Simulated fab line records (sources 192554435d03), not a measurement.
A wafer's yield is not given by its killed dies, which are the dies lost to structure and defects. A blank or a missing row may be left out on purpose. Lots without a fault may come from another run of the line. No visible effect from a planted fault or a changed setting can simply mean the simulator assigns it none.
fab line records ; flow n5-finfet ; part 1 of 2: steps 1 to 20 of 26
record: lots: 5; wafers: 15; last-day: 17
route steps=1938 shown BEOL_M3@1020 BEOL_M4@1021
lots that met no fault: taken from a fault-free run of the same line
start-h: hours from the record's opening day to when the first of the lot's shown wafers began ; wait-h: hours elapsed since this lot's preceding step ; " the same as in the row above ; L1.1+2: one row covering several wafers at once ; - value missing, or start not given ; * or withheld: withheld ; < > ~ a bound
route shown NAME@n: NAME is a module with steps in the file, n the number in the route of the first one ; usual: the fault-free wafers' mean and standard deviation ; same: alike in all rows ; chamber/n: place in a boat ; sites: readings site by site ; _std_site: standard deviation of those values ; _edge_site: outer sites' mean less inner sites' ; radius-mm: how far each site lies from the wafer's centre ; mask NAME#n: copy n ; behind: tool/chamber where the wafer was last shaped ; hold: cause of the lot's hold/its duration in hours/its outcome ; device: transistor that didn't switch, given as n, p or np ; end of line: the route-end tests of the same wafers ; a step without rows: its recipe alone ; killed: dies lost to structure and defects at the first sort, not the wafer's yield ; map: shows each die of a wafer: x if killed, . if not, _ if none is there
set.NAME: the setting as run; set.NAME@STEP: as run at that earlier step ; model.NAME: the simulator's own value behind a step, which no gauge read
lots at some steps of the route; a table a step, a row a wafer
services: when a tool's chamber went out of use (start-h, in hours from the record's first day, below 0 if earlier), for how many hours, and the reason
== steps ==
step: N5_BEOL_M3_INSPECT_59
recipe: inspect-instrument: darkfield; mode: post-dep
usual: raw-defect-count: 73/22
lot.wafer;tool;chamber;start-h;wait-h;raw-defect-count
L076.2;defect-inspect-01;-;173.28;0.0;87
L076.4;defect-inspect-01;-;173.28;0.0;65
L076.5;defect-inspect-01;-;173.28;0.0;58
L080.3;defect-inspect-01;-;187.03;0.0;87
L080.4;defect-inspect-01;-;187.03;0.0;62
L080.5;defect-inspect-01;-;187.03;0.0;92
L082.1;defect-inspect-01;-;212.80;0.0;141
L082.3;defect-inspect-01;-;212.80;0.0;71
L082.5;defect-inspect-01;-;212.80;0.0;63
L087.1;defect-inspect-01;-;237.15;0.0;72
L087.3;defect-inspect-01;-;237.15;0.0;78
L087.5;defect-inspect-01;-;237.15;0.0;87
L093.1;defect-inspect-02;-;276.35;0.0;68
L093.2;defect-inspect-02;-;276.35;0.0;114
L093.6;defect-inspect-02;-;276.35;0.0;63
step: N5_BEOL_M4_ILD_DEP_00
recipe: material: SiOC; target-thk-a: 790; temp-c: 350; precursor: DEMS/O2; pressure-torr: 5; rf-w: 500; time-s: 15.3
usual: heater-power-w: 491/71; rf-fwd-power-W: 493.8/2.6; showerhead-plenum-p-Torr: 5.694/0.017; showerhead-vpp-V: 1391/75; throttle-valve-pct: 11.9/0.78
lot.wafer;tool;chamber;start-h;wait-h;heater-power-w;rf-fwd-power-W;showerhead-plenum-p-Torr;showerhead-vpp-V;throttle-valve-pct
L076.2;pecvd-03;2;173.32;0.0;524;496.5;5.707;1441;11.0
L076.4;pecvd-03;0;173.32;0.0;613;495.8;5.669;1359;12.2
L076.5;pecvd-03;2;173.32;0.0;564;496.0;5.714;1465;11.3
L080.3;pecvd-03;0;187.06;0.0;645;495.3;5.682;1385;11.9
L080.4;pecvd-03;1;187.06;0.0;495;491.2;5.653;1377;11.9
L080.5;pecvd-03;2;187.06;0.0;566;496.1;5.709;1424;11.4
L082.1;pecvd-03;0;212.84;0.0;552;495.3;5.683;1381;12.0
L082.3;pecvd-03;1;212.84;0.0;423;491.8;5.665;1408;12.4
L082.5;pecvd-03;0;212.84;0.0;563;497.8;5.687;1397;12.0
L087.1;pecvd-02;0;237.19;0.0;518;495.2;5.701;1376;12.3
L087.3;pecvd-02;1;237.19;0.0;409;492.1;5.709;1290;13.0
L087.5;pecvd-02;2;237.19;0.0;435;492.6;5.703;1392;11.6
L093.1;pecvd-01;1;276.39;0.0;409;495.1;5.699;1307;12.8
L093.2;pecvd-01;0;276.39;0.0;539;495.0;5.702;1526;11.3
L093.6;pecvd-01;0;276.39;0.0;549;494.9;5.692;1542;11.2
step: N5_BEOL_M4_THK_MEAS_01
recipe: reads: SiOC_of_BEOL_M4_ILD_DEP_00
usual: M4_ILD_THK: 78.9/1.3
lot.wafer;tool;chamber;start-h;wait-h;M4_ILD_THK[nm]
L076.2;film-metro-02;-;173.39;0.1;76.6
L076.4;film-metro-02;-;173.39;0.1;79.2
L076.5;film-metro-02;-;173.39;0.1;77.9
L080.3;film-metro-02;-;187.13;0.1;77.0
L080.4;film-metro-02;-;187.13;0.1;80.2
L080.5;film-metro-02;-;187.13;0.1;78.5
L082.1;film-metro-01;-;212.91;0.0;77.7
L082.3;film-metro-01;-;212.91;0.0;79.1
L082.5;film-metro-01;-;212.91;0.0;77.6
L087.1;film-metro-02;-;237.26;0.0;79.6
L087.3;film-metro-02;-;237.26;0.0;77.3
L087.5;film-metro-02;-;237.26;0.0;80.0
L093.1;film-metro-01;-;276.45;0.0;76.6
L093.2;film-metro-01;-;276.45;0.0;77.1
L093.6;film-metro-01;-;276.45;0.0;78.1
step: N5_BEOL_M4_PECVD_72
recipe: material: SiO2; target-thk-a: 160; temp-c: 400; precursor: TEOS/O2; pressure-torr: 5.5; rf-w: 450; teos-flow-sccm: 53.8; gas: O2; flow-sccm: 3000; time-s: 18
usual: heater-power-w: 702/81; rf-fwd-power-W: 443.8/2.1; showerhead-plenum-p-Torr: 8.81/0.058; showerhead-vpp-V: 1302/66; throttle-valve-pct: 22.6/1.4
lot.wafer;tool;chamber;start-h;wait-h;heater-power-w;rf-fwd-power-W;showerhead-plenum-p-Torr;showerhead-vpp-V;throttle-valve-pct
L076.2;pecvd-01;2;173.42;0.0;645;444.3;8.75;1287;23.0
L076.4;pecvd-01;1;173.42;0.0;736;443.3;8.72;1262;23.7
L076.5;pecvd-01;2;173.42;0.0;666;443.6;8.77;1269;22.8
L080.3;pecvd-02;2;187.17;0.0;608;445.5;8.84;1295;21.5
L080.4;pecvd-02;1;187.17;0.0;661;443.3;8.89;1233;24.4
L080.5;pecvd-02;0;187.17;0.0;757;441.7;8.82;1314;23.0
L082.1;pecvd-02;1;212.95;0.0;668;444.1;8.89;1233;24.7
L082.3;pecvd-02;1;212.95;0.0;684;442.9;8.87;1233;24.8
L082.5;pecvd-02;1;212.95;0.0;702;443.4;8.89;1203;24.5
L087.1;pecvd-01;0;237.29;0.0;862;444.3;8.77;1434;20.8
L087.3;pecvd-01;2;237.29;0.0;683;441.7;8.76;1249;19.8
L087.5;pecvd-01;0;237.29;0.0;876;445.0;8.78;1484;21.4
L093.1;pecvd-02;2;276.49;0.0;608;443.9;8.82;1299;21.9
L093.2;pecvd-02;0;276.49;0.0;719;442.5;8.81;1331;22.9
L093.6;pecvd-02;2;276.49;0.0;591;443.7;8.84;1304;22.1
step: N5_BEOL_M4_HM_DEP_02
recipe: material: TiN; target-thk-a: 200; temp-c: 25; chamber-pressure-pa: 0.49996
usual: throttle-valve-pct: 30.5/0.82
lot.wafer;tool;chamber;start-h;wait-h;throttle-valve-pct
L076.2;pvd-sputter-02;-;174.94;1.5;30.6
L076.4;pvd-sputter-02;-;174.94;1.5;30.6
L076.5;pvd-sputter-02;-;174.94;1.5;30.4
L080.3;pvd-sputter-02;-;187.59;0.4;29.9
L080.4;pvd-sputter-02;-;187.59;0.4;30.7
L080.5;pvd-sputter-02;-;187.59;0.4;29.8
L082.1;pvd-sputter-03;-;213.62;0.7;32.1
L082.3;pvd-sputter-03;-;213.62;0.7;28.7
L082.5;pvd-sputter-03;-;213.62;0.7;31.1
L087.1;pvd-sputter-02;-;238.65;1.3;30.5
L087.3;pvd-sputter-02;-;238.65;1.3;30.6
L087.5;pvd-sputter-02;-;238.65;1.3;30.5
L093.1;pvd-sputter-02;-;278.95;2.4;30.7
L093.2;pvd-sputter-02;-;278.95;2.4;30.3
L093.6;pvd-sputter-02;-;278.95;2.4;30.7
step: N5_BEOL_M4_COAT_61
recipe: resist: SOC; temp-c: 250; time-s: 60; spin-rpm: 1500; resist-thk-nm: 60
usual: chill-plate-temp-C: 22.98/0.12
lot.wafer;tool;chamber;start-h;wait-h;chill-plate-temp-C
L076.2;litho-track-01;0;175.07;0.1;23.03
L076.4;litho-track-01;0;175.07;0.1;22.92
L076.5;litho-track-01;0;175.07;0.1;22.82
L080.3;litho-track-02;0;187.72;0.1;22.96
L080.4;litho-track-02;0;187.72;0.1;22.82
L080.5;litho-track-02;0;187.72;0.1;23.03
L082.1;litho-track-02;0;213.75;0.1;23.05
L082.3;litho-track-02;0;213.75;0.1;23.00
L082.5;litho-track-02;0;213.75;0.1;23.07
L087.1;litho-track-02;0;238.78;0.1;23.01
L087.3;litho-track-02;0;238.78;0.1;22.97
L087.5;litho-track-02;0;238.78;0.1;23.05
L093.1;litho-track-02;0;279.07;0.1;23.04
L093.2;litho-track-02;0;279.07;0.1;23.07
L093.6;litho-track-02;0;279.07;0.1;23.20
step: N5_BEOL_M4_COAT_62
recipe: resist: SiARC; temp-c: 220; time-s: 60; spin-rpm: 1500; resist-thk-nm: 12
usual: chill-plate-temp-C: 23.00/0.099
lot.wafer;tool;chamber;start-h;wait-h;chill-plate-temp-C
L076.2;litho-track-01;0;-;-;22.92
L076.4;litho-track-01;0;-;-;23.06
L076.5;litho-track-01;0;-;-;22.99
L080.3;litho-track-02;0;-;-;23.09
L080.4;litho-track-02;0;-;-;23.10
L080.5;litho-track-02;0;-;-;23.14
L082.1;litho-track-02;0;-;-;23.13
L082.3;litho-track-02;0;-;-;22.91
L082.5;litho-track-02;0;-;-;23.09
L087.1;litho-track-02;0;-;-;22.96
L087.3;litho-track-02;0;-;-;22.90
L087.5;litho-track-02;0;-;-;22.86
L093.1;litho-track-02;0;-;-;22.86
L093.2;litho-track-02;0;-;-;22.92
L093.6;litho-track-02;0;-;-;22.81
step: N5_BEOL_M4_COAT_73
recipe: resist: underlayer; temp-c: 205; time-s: 60; spin-rpm: 1500; resist-thk-nm: 5
usual: chill-plate-temp-C: 22.99/0.11
lot.wafer;tool;chamber;start-h;wait-h;chill-plate-temp-C
L076.2;litho-track-01;0;-;-;22.94
L076.4;litho-track-01;0;-;-;22.95
L076.5;litho-track-01;0;-;-;22.71
L080.3;litho-track-02;0;-;-;22.95
L080.4;litho-track-02;0;-;-;23.00
L080.5;litho-track-02;0;-;-;23.00
L082.1;litho-track-02;0;-;-;22.91
L082.3;litho-track-02;0;-;-;23.06
L082.5;litho-track-02;0;-;-;22.93
L087.1;litho-track-02;0;-;-;22.84
L087.3;litho-track-02;0;-;-;23.02
L087.5;litho-track-02;0;-;-;22.97
L093.1;litho-track-02;0;-;-;22.81
L093.2;litho-track-02;0;-;-;22.89
L093.6;litho-track-02;0;-;-;22.83
step: N5_BEOL_M4_COAT_05
recipe: resist: CAR-EUV; spin-rpm: 1500; resist-thk-nm: 30
usual: chill-plate-temp-C: 23.01/0.11
lot.wafer;tool;chamber;start-h;wait-h;chill-plate-temp-C
L076.2;litho-track-01;0;-;-;22.90
L076.4;litho-track-01;0;-;-;23.04
L076.5;litho-track-01;0;-;-;23.15
L080.3;litho-track-02;0;-;-;23.08
L080.4;litho-track-02;0;-;-;23.04
L080.5;litho-track-02;0;-;-;23.12
L082.1;litho-track-02;0;-;-;23.05
L082.3;litho-track-02;0;-;-;23.16
L082.5;litho-track-02;0;-;-;22.99
L087.1;litho-track-02;0;-;-;23.02
L087.3;litho-track-02;0;-;-;23.01
L087.5;litho-track-02;0;-;-;23.10
L093.1;litho-track-02;0;-;-;23.07
L093.2;litho-track-02;0;-;-;23.11
L093.6;litho-track-02;0;-;-;23.18
step: N5_BEOL_M4_EBR_07
recipe: solvent: PGMEA; ebr-width-mm: 1.5
usual: chill-plate-temp-C: 23.02/0.1
lot.wafer;tool;chamber;start-h;wait-h;chill-plate-temp-C
L076.2;litho-track-01;0;-;-;22.94
L076.4;litho-track-01;0;-;-;22.96
L076.5;litho-track-01;0;-;-;22.89
L080.3;litho-track-02;0;-;-;23.01
L080.4;litho-track-02;0;-;-;23.03
L080.5;litho-track-02;0;-;-;23.06
L082.1;litho-track-02;0;-;-;23.02
L082.3;litho-track-02;0;-;-;23.09
L082.5;litho-track-02;0;-;-;23.11
L087.1;litho-track-02;0;-;-;22.94
L087.3;litho-track-02;0;-;-;22.99
L087.5;litho-track-02;0;-;-;22.89
L093.1;litho-track-02;0;-;-;22.93
L093.2;litho-track-02;0;-;-;22.97
L093.6;litho-track-02;0;-;-;23.01
step: N5_BEOL_M4_SOFTBAKE_06
recipe: temp-c: 110; time-s: 60; resist: CAR-EUV
usual: chill-plate-temp-C: 23.01/0.097
lot.wafer;tool;chamber;start-h;wait-h;chill-plate-temp-C
L076.2;litho-track-01;0;-;-;22.95
L076.4;litho-track-01;0;-;-;22.97
L076.5;litho-track-01;0;-;-;23.02
L080.3;litho-track-02;0;-;-;23.05
L080.4;litho-track-02;0;-;-;23.04
L080.5;litho-track-02;0;-;-;23.00
L082.1;litho-track-02;0;-;-;23.16
L082.3;litho-track-02;0;-;-;23.19
L082.5;litho-track-02;0;-;-;23.09
L087.1;litho-track-02;0;-;-;23.07
L087.3;litho-track-02;0;-;-;23.03
L087.5;litho-track-02;0;-;-;23.15
L093.1;litho-track-02;0;-;-;23.11
L093.2;litho-track-02;0;-;-;22.95
L093.6;litho-track-02;0;-;-;22.82
step: N5_BEOL_M4_EXPOSE_08
recipe: mask-id: M4; na: 0.33; source-shape: dipole; sigma-inner: 0.369; sigma-outer: 0.767; polarization: unpolarized; dose-mj: 41.25
usual: stage-msd-nm: 0.864/0.023
lot.wafer;tool;chamber;start-h;wait-h;mask;stage-msd-nm
L076.2;euv-scanner-01;0;175.34;-;M4#0;0.893
L076.4;euv-scanner-01;0;175.34;-;M4#0;0.895
L076.5;euv-scanner-01;0;175.34;-;M4#0;0.894
L080.3;euv-scanner-02;0;188.00;-;M4#0;0.838
L080.4;euv-scanner-02;0;188.00;-;M4#0;0.833
L080.5;euv-scanner-02;0;188.00;-;M4#0;0.834
L082.1;euv-scanner-02;0;213.88;-;M4#0;0.841
L082.3;euv-scanner-02;0;213.88;-;M4#0;0.839
L082.5;euv-scanner-02;0;213.88;-;M4#0;0.839
L087.1;euv-scanner-02;0;239.04;-;M4#0;0.846
L087.3;euv-scanner-02;0;239.04;-;M4#0;0.845
L087.5;euv-scanner-02;0;239.04;-;M4#0;0.846
L093.1;euv-scanner-01;0;279.21;-;M4#0;0.885
L093.2;euv-scanner-01;0;279.21;-;M4#0;0.887
L093.6;euv-scanner-01;0;279.21;-;M4#0;0.884
step: N5_BEOL_M4_PEB_09
recipe: peb-temp-c: 100; peb-time-s: 60; resist: CAR-EUV
usual: chill-plate-temp-C: 23.00/0.11
lot.wafer;tool;chamber;start-h;wait-h;chill-plate-temp-C
L076.2;litho-track-01;0;175.40;0.1;23.05
L076.4;litho-track-01;0;175.40;0.1;23.05
L076.5;litho-track-01;0;175.40;0.1;22.93
L080.3;litho-track-04;0;188.06;0.0;23.00
L080.4;litho-track-04;0;188.06;0.0;23.05
L080.5;litho-track-04;0;188.06;0.0;22.84
L082.1;litho-track-01;0;213.95;0.1;23.25
L082.3;litho-track-01;0;213.95;0.1;23.28
L082.5;litho-track-01;0;213.95;0.1;23.22
L087.1;litho-track-01;0;239.10;0.1;22.84
L087.3;litho-track-01;0;239.10;0.1;22.81
L087.5;litho-track-01;0;239.10;0.1;22.94
L093.1;litho-track-02;0;279.28;0.1;22.88
L093.2;litho-track-02;0;279.28;0.1;22.79
L093.6;litho-track-02;0;279.28;0.1;22.88
step: N5_BEOL_M4_DEVELOP_10
recipe: develop-time-s: 30; developer: TMAH; resist: CAR-EUV; rinse-liquid: surfactant-rinse; dry: air-spin; dev-temp-c: 23
usual: chill-plate-temp-C: 22.99/0.11
lot.wafer;tool;chamber;start-h;wait-h;chill-plate-temp-C
L076.2;litho-track-01;0;-;-;23.19
L076.4;litho-track-01;0;-;-;22.96
L076.5;litho-track-01;0;-;-;23.09
L080.3;litho-track-04;0;-;-;23.03
L080.4;litho-track-04;0;-;-;22.96
L080.5;litho-track-04;0;-;-;22.97
L082.1;litho-track-01;0;-;-;22.94
L082.3;litho-track-01;0;-;-;23.06
L082.5;litho-track-01;0;-;-;22.96
L087.1;litho-track-01;0;-;-;22.93
L087.3;litho-track-01;0;-;-;22.82
L087.5;litho-track-01;0;-;-;23.04
L093.1;litho-track-02;0;-;-;23.05
L093.2;litho-track-02;0;-;-;23.12
L093.6;litho-track-02;0;-;-;23.04
step: N5_BEOL_M4_CD_MEAS_11
recipe: target-cd-nm: 16.79; landing-energy-ev: 500; detector: se-inlens; polarity: opening
usual: cd-nm: 16.78/0.26
lot.wafer;tool;chamber;start-h;wait-h;cd-nm
L076.2;cd-sem-02;0;175.46;-;16.79
L076.4;cd-sem-02;0;175.46;-;17.47
L076.5;cd-sem-02;0;175.46;-;16.95
L080.3;cd-sem-03;0;188.12;-;16.47
L080.4;cd-sem-03;0;188.12;-;16.66
L080.5;cd-sem-03;0;188.12;-;16.71
L082.1;cd-sem-02;0;214.01;-;16.84
L082.3;cd-sem-02;0;214.01;-;16.96
L082.5;cd-sem-02;0;214.01;-;16.96
L087.1;cd-sem-03;0;239.17;-;16.66
L087.3;cd-sem-03;0;239.17;-;16.49
L087.5;cd-sem-03;0;239.17;-;16.87
L093.1;cd-sem-03;0;279.34;-;16.69
L093.2;cd-sem-03;0;279.34;-;16.44
L093.6;cd-sem-03;0;279.34;-;16.66
step: N5_BEOL_M4_OVL_MEAS_12
recipe: points-per-wafer: 522
usual: M4_OVL: 0.0/0.72
lot.wafer;tool;chamber;start-h;wait-h;M4_OVL[nm]
L076.2;overlay-02;0;175.50;0.0;0.9
L076.4;overlay-02;0;175.50;0.0;0.2
L076.5;overlay-02;0;175.50;0.0;-0.8
L080.3;overlay-02;0;188.16;0.0;-0.6
L080.4;overlay-02;0;188.16;0.0;-1.0
L080.5;overlay-02;0;188.16;0.0;-0.5
L082.1;overlay-02;0;214.04;0.0;-0.6
L082.3;overlay-02;0;214.04;0.0;-1.3
L082.5;overlay-02;0;214.04;0.0;-0.6
L087.1;overlay-02;0;239.20;0.0;-0.5
L087.3;overlay-02;0;239.20;0.0;-0.6
L087.5;overlay-02;0;239.20;0.0;-0.8
L093.1;overlay-02;0;279.37;0.0;1.5
L093.2;overlay-02;0;279.37;0.0;1.2
L093.6;overlay-02;0;279.37;0.0;0.4
step: N5_BEOL_M4_INSPECT_13
recipe: mode: adi; inspect-instrument: brightfield
usual: raw-defect-count: 414/89
lot.wafer;tool;chamber;start-h;wait-h;raw-defect-count
L076.2;defect-inspect-01;-;175.55;0.0;423
L076.4;defect-inspect-01;-;175.55;0.0;350
L076.5;defect-inspect-01;-;175.55;0.0;376
L080.3;defect-inspect-02;-;188.21;0.0;565
L080.4;defect-inspect-02;-;188.21;0.0;451
L080.5;defect-inspect-02;-;188.21;0.0;365
L082.1;defect-inspect-02;-;214.11;0.1;569
L082.3;defect-inspect-02;-;214.11;0.1;444
L082.5;defect-inspect-02;-;214.11;0.1;405
L087.1;defect-inspect-02;-;239.26;0.1;473
L087.3;defect-inspect-02;-;239.26;0.1;416
L087.5;defect-inspect-02;-;239.26;0.1;472
L093.1;defect-inspect-02;-;279.43;0.1;339
L093.2;defect-inspect-02;-;279.43;0.1;352
L093.6;defect-inspect-02;-;279.43;0.1;274
step: N5_BEOL_M4_DESCUM_16
recipe: chemistry: O2; time-s: 7; source-power-w: 50; bias-power-w: 20; pressure-mtorr: 20; rf-frequency-hz: 2.712e+07; temp-c: 40; resist: CAR-EUV; o2-flow-sccm: 225
usual: drypump-motor-current-A: 5.67/0.28; oes-product-au: 0.79/0.082; rf-fwd-power-W: 49.23/0.21; rf-vpp-V: 243.2/1.4; showerhead-plenum-p-Torr: 2.08/0.077; throttle-valve-pct: 20.48/0.2
lot.wafer;tool;chamber;start-h;wait-h;drypump-motor-current-A;oes-product-au;rf-fwd-power-W;rf-hours-counter-h;rf-vpp-V;showerhead-plenum-p-Torr;throttle-valve-pct
L076.2;rie-diel-01;2;175.58;0.0;6.17;0.96;49.07;14;243.4;2.12;20.28
L076.4;rie-diel-01;2;175.58;0.0;6.17;0.95;48.88;-;244.0;2.12;20.26
L076.5;rie-diel-01;1;175.58;0.0;5.92;0.78;49.24;-;244.3;2.22;20.43
L080.3;rie-diel-03;3;189.76;1.5;5.64;0.83;49.38;68;243.3;2.12;20.31
L080.4;rie-diel-03;0;189.76;1.5;5.53;0.70;49.06;199;244.8;2.16;20.85
L080.5;rie-diel-03;1;189.76;1.5;5.38;0.71;48.94;-;242.6;1.97;20.59
L082.1;rie-diel-05;0;214.32;0.2;5.81;0.74;49.30;193;242.3;2.05;20.23
L082.3;rie-diel-05;3;214.32;0.2;5.30;0.92;49.34;18;244.0;2.03;20.55
L082.5;rie-diel-05;0;214.32;0.2;5.80;0.74;49.18;-;243.1;2.05;20.25
L087.1;rie-diel-03;0;239.75;0.5;5.54;0.69;49.07;217;244.1;2.15;20.86
L087.3;rie-diel-03;3;239.75;0.5;5.62;0.81;49.59;86;244.6;2.11;20.34
L087.5;rie-diel-03;0;239.75;0.5;5.54;0.68;49.27;-;243.6;2.15;20.87
L093.1;rie-diel-01;1;279.47;0.0;5.95;0.75;49.16;144;243.6;2.21;20.52
L093.2;rie-diel-01;3;279.47;0.0;5.12;0.86;49.36;36;246.3;2.22;20.19
L093.6;rie-diel-01;3;279.47;0.0;5.14;0.87;49.37;-;246.3;2.22;20.18
step: N5_BEOL_M4_ETCH_74
recipe: chemistry: N2/H2; target: underlayer; target-depth-a: 65; mask-material: CAR-EUV; time-s: 5.2; ion-energy-ev: 200; pressure-mtorr: 30; source-w: 840; bias-w: 150; n2-flow-sccm: 200; h2-flow-sccm: 200; ends: cleared
usual: drypump-motor-current-A: 5.67/0.28; etch-rf-on-time-s: 5.02/0.15; oes-product-au: 0.68/0.073; rf-fwd-power-W: 818.9/2.5; rf-vpp-V: 523.9/2.9; showerhead-plenum-p-Torr: 2.53/0.087; throttle-valve-pct: 17.91/0.26
lot.wafer;tool;chamber;start-h;wait-h;drypump-motor-current-A;etch-rf-on-time-s;oes-product-au;rf-fwd-power-W;rf-hours-counter-h;rf-vpp-V;showerhead-plenum-p-Torr;throttle-valve-pct
L076.2;rie-diel-01;2;175.62;0.0;6.18;4.95;0.83;820.3;14;526.0;2.59;17.70
L076.4;rie-diel-01;2;175.62;0.0;6.18;4.99;0.82;814.4;-;524.2;2.59;17.70
L076.5;rie-diel-01;1;175.62;0.0;5.91;5.32;0.67;821.6;-;528.3;2.66;17.66
L080.3;rie-diel-03;3;189.80;0.0;5.61;4.84;0.73;818.4;68;525.3;2.57;17.71
L080.4;rie-diel-03;0;189.80;0.0;5.56;4.98;0.61;819.6;199;527.1;2.61;18.22
L080.5;rie-diel-03;1;189.80;0.0;5.38;4.97;0.61;820.2;-;522.0;2.38;17.90
L082.1;rie-diel-05;0;214.35;0.0;5.81;5.17;0.63;819.6;193;522.9;2.52;17.87
L082.3;rie-diel-05;3;214.35;0.0;5.29;4.90;0.80;816.7;18;525.7;2.48;17.98
L082.5;rie-diel-05;0;214.35;0.0;5.84;5.12;0.63;818.1;-;523.8;2.52;17.82
L087.1;rie-diel-03;0;239.78;0.0;5.58;4.97;0.59;822.2;217;526.9;2.61;18.28
L087.3;rie-diel-03;3;239.78;0.0;5.60;4.87;0.70;813.5;86;523.0;2.57;17.74
L087.5;rie-diel-03;0;239.78;0.0;5.55;4.98;0.60;819.2;-;527.6;2.61;18.27
L093.1;rie-diel-01;1;279.50;0.0;5.94;5.39;0.64;821.1;144;527.7;2.64;17.70
L093.2;rie-diel-01;3;279.50;0.0;5.14;5.14;0.75;813.3;36;527.4;2.69;17.63
L093.6;rie-diel-01;3;279.50;0.0;5.14;5.15;0.76;815.1;-;527.3;2.69;17.62
step: N5_BEOL_M4_ETCH_63
recipe: chemistry: CF4; target: SiARC; target-depth-a: 156; mask-material: CAR-EUV; time-s: 26; ion-energy-ev: 80; pressure-mtorr: 40; source-w: 545; bias-w: 36; Ar_flow_sccm: 100; cf4-flow-sccm: 100; ends: cleared
usual: drypump-motor-current-A: 5.67/0.28; etch-rf-on-time-s: 25.2/0.66; oes-product-au: 0.68/0.073; rf-fwd-power-W: 531.8/1.8; rf-vpp-V: 183.9/1.2; showerhead-plenum-p-Torr: 2.14/0.066; throttle-valve-pct: 15.71/0.22
lot.wafer;tool;chamber;start-h;wait-h;drypump-motor-current-A;etch-rf-on-time-s;oes-product-au;rf-fwd-power-W;rf-hours-counter-h;rf-vpp-V;showerhead-plenum-p-Torr;throttle-valve-pct
L076.2;rie-diel-01;2;175.64;0.0;6.16;25.1;0.82;528.7;14;184.2;2.20;15.53
L076.4;rie-diel-01;2;175.64;0.0;6.17;25.1;0.83;532.4;-;185.8;2.20;15.56
L076.5;rie-diel-01;1;175.64;0.0;5.90;26.9;0.66;534.5;-;185.3;2.22;15.39
L080.3;rie-diel-03;3;189.81;0.0;5.61;24.4;0.73;534.2;68;182.6;2.18;15.46
L080.4;rie-diel-03;0;189.81;0.0;5.58;25.2;0.60;534.4;199;184.0;2.20;16.02
L080.5;rie-diel-03;1;189.81;0.0;5.34;25.3;0.61;531.7;-;183.3;2.04;15.94
L082.1;rie-diel-05;0;214.37;0.0;5.78;25.5;0.63;530.0;193;184.0;2.10;15.56
L082.3;rie-diel-05;3;214.37;0.0;5.28;24.3;0.80;530.0;18;183.6;2.10;15.77
L082.5;rie-diel-05;0;214.37;0.0;5.79;25.5;0.63;528.4;-;183.2;2.10;15.56
L087.1;rie-diel-03;0;239.80;0.0;5.55;25.3;0.59;532.9;217;184.5;2.19;16.07
L087.3;rie-diel-03;3;239.80;0.0;5.60;24.7;0.71;533.7;86;184.5;2.17;15.53
L087.5;rie-diel-03;0;239.80;0.0;5.54;25.2;0.60;530.0;-;185.0;2.19;16.08
L093.1;rie-diel-01;1;279.52;0.0;5.93;26.6;0.64;530.3;144;184.0;2.21;15.48
L093.2;rie-diel-01;3;279.52;0.0;5.13;25.5;0.75;530.6;36;187.0;2.26;15.36
L093.6;rie-diel-01;3;279.52;0.0;5.15;25.4;0.75;530.8;-;184.2;2.26;15.34
